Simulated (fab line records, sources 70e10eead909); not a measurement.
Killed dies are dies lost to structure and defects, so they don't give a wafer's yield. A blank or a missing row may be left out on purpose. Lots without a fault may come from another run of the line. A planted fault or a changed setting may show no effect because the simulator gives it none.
Chamber matching | flow nand_harc | NHARC_P_CONTACT_STRIP_28 on rie_diel-04: 4 sister chambers
The step strips in O2. 16 wafers are shown with their chamber, then 8 later ones without.

WAFERS WITH THEIR CHAMBER
wafer  | chamber | drypump_motor_current_A (A) | rf_vpp_V (V) | throttle_valve_pct (%)
L412.1 | 2       | 5.0                         | 58.8         | 17.036
L412.2 | 1       | 4.9                         | 57.9         | 17.021
L412.5 | 2       | 5.0                         | 59.3         | 17.046
L414.2 | 1       | 4.9                         | 58.5         | 17.039
L414.3 | 3       | 5.4                         | 57.5         | 17.045
L414.4 | 2       | 5.1                         | 58.9         | 17.031
L415.1 | 1       | 4.9                         | 58.4         | 17.042
L415.2 | 2       | 5.0                         | 58.7         | 17.026
L415.3 | 0       | 5.4                         | 56.7         | 17.033
L417.2 | 2       | 5.0                         | 58.0         | 17.044
L417.5 | 2       | 5.1                         | 59.7         | 17.040
L417.6 | 1       | 4.9                         | 58.6         | 17.035
L420.2 | 2       | 5.1                         | 57.8         | 17.028
L420.4 | 3       | 5.4                         | 58.4         | 17.045
L420.5 | 1       | 4.8                         | 57.6         | 17.028
L423.1 | 2       | 5.1                         | 56.7         | 17.016

SIGNATURES (means of the wafers above)
reading                 | chamber 0 | chamber 1 | chamber 2 | chamber 3 | scatter within a chamber
drypump_motor_current_A | 5.400     | 4.880     | 5.050     | 5.400     | 0.0483
rf_vpp_V                | 56.700    | 58.200    | 58.487    | 57.950    | 0.79
throttle_valve_pct      | 17.03300  | 17.03300  | 17.03337  | 17.04500  | 0.00915
Rule: a wafer's distance from a chamber is the root of the sum, over the readings, of the square of ((its reading less the chamber's mean) divided by the reading's scatter). The wafer belongs to the nearest chamber; if the next one is less than 2 further off, it can't be placed. The scatter: the root of (the sum of the squares of (reading less its chamber's mean) over the shown wafers, divided by (wafers less chambers)).

WAFERS WITHOUT THEIR CHAMBER
wafer  | drypump_motor_current_A (A) | rf_vpp_V (V) | throttle_valve_pct (%)
L423.2 | 5.4                         | 58.8         | 17.040
L423.5 | 5.0                         | 58.0         | 17.039
L424.1 | 5.0                         | 57.7         | 17.039
L424.2 | 5.4                         | 55.8         | 17.042
L424.5 | 5.4                         | 58.0         | 17.037
L430.1 | 5.4                         | 57.6         | 17.025
L430.4 | 5.4                         | 56.2         | 17.028
L430.6 | 4.8                         | 56.6         | 17.034

WHICH CHAMBER EACH WENT THROUGH
wafer  | from the rows above     | in truth
L423.2 | can't be placed: 3 or 0 | 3
L423.5 | can't be placed: 2 or 1 | 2
L424.1 | can't be placed: 2 or 1 | 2
L424.2 | can't be placed: 0 or 3 | 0
L424.5 | can't be placed: 3 or 0 | 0
L430.1 | can't be placed: 0 or 3 | 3
L430.4 | 0                       | 0
L430.6 | 1                       | 1
Placed correctly: 2 of 8. Can't be placed from these rows: 6 (the true chamber is among the candidates in 6). Placed wrongly: 0.
